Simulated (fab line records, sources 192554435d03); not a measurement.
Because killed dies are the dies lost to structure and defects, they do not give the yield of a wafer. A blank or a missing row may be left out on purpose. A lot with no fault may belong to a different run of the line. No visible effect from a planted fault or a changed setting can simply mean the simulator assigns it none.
Chamber matching | flow n5 finfet | N5_BEOL_M1_PECVD_72 on pecvd-03: 3 sister chambers
The step deposits SiO2 from TEOS/O2, target thk 16 nm, time 18 s. 18 wafers are shown with their chamber, then 9 later ones without.

WAFERS WITH THEIR CHAMBER
wafer  | chamber | showerhead plenum p Torr (Torr) | throttle valve pct (%) | heater power w (W)
L076.1 | 2       | 8.86                            | 21.2                   | 829
L076.4 | 1       | 8.76                            | 22.2                   | 733
L076.6 | 2       | 8.85                            | 21.4                   | 839
L077.2 | 2       | 8.85                            | 21.3                   | 833
L077.3 | 0       | 8.86                            | 22.2                   | 674
L077.4 | 0       | 8.86                            | 22.6                   | 685
L081.2 | 1       | 8.74                            | 21.8                   | 694
L081.4 | 1       | 8.75                            | 21.9                   | 691
L081.6 | 0       | 8.87                            | 22.4                   | 738
L085.4 | 2       | 8.84                            | 21.4                   | 846
L085.5 | 0       | 8.86                            | 22.6                   | 764
L085.6 | 1       | 8.74                            | 21.9                   | 616
L088.1 | 1       | 8.74                            | 21.8                   | 722
L088.2 | 0       | 8.85                            | 22.5                   | 713
L088.3 | 0       | 8.86                            | 22.7                   | 702
L089.1 | 1       | 8.74                            | 21.6                   | 715
L089.3 | 1       | 8.76                            | 21.8                   | 705
L089.4 | 0       | 8.87                            | 22.5                   | 695

SIGNATURES, as means of the wafers listed above
reading                  | chamber 0 | chamber 1 | chamber 2 | scatter within a chamber
showerhead plenum p Torr | 8.8614    | 8.7471    | 8.8500    | 0.00828
throttle valve pct       | 22.500    | 21.857    | 21.325    | 0.16
heater power w           | 710.14    | 696.57    | 836.75    | 31.6
Rule: a wafer's distance from a chamber is the root of the sum, over the readings, of the square of ((its reading less the chamber's mean) divided by the reading's scatter). If the next closest chamber is less than 2 further off than the closest, the wafer can't be placed; otherwise it belongs to the closest. How the scatter is found: for the shown wafers, subtract from each reading the mean of its chamber, square and add these, divide the total by (wafers less chambers), then take the root.

WAFERS MISSING THEIR CHAMBER
wafer  | showerhead plenum p Torr (Torr) | throttle valve pct (%) | heater power w (W)
L090.2 | 8.88                            | 22.8                   | 753
L090.3 | 8.86                            | 22.6                   | 778
L090.5 | 8.88                            | 22.6                   | 761
L092.2 | 8.76                            | 21.9                   | 680
L092.4 | 8.73                            | 22.1                   | 675
L092.6 | 8.84                            | 20.4                   | 733
L094.1 | 8.76                            | 21.9                   | 600
L094.2 | 8.84                            | 20.3                   | 754
L094.3 | 8.81                            | 20.0                   | 750

CHAMBER TAKEN BY EACH
wafer  | from the rows above | in truth
L090.2 | 0                   | 0
L090.3 | 0                   | 0
L090.5 | 0                   | 0
L092.2 | 1                   | 1
L092.4 | 1                   | 1
L092.6 | 2                   | 2
L094.1 | 1                   | 1
L094.2 | 2                   | 2
L094.3 | 2                   | 2
9 of 9 placed correctly. Number that these rows cannot place: 0. Number placed wrongly: 0.
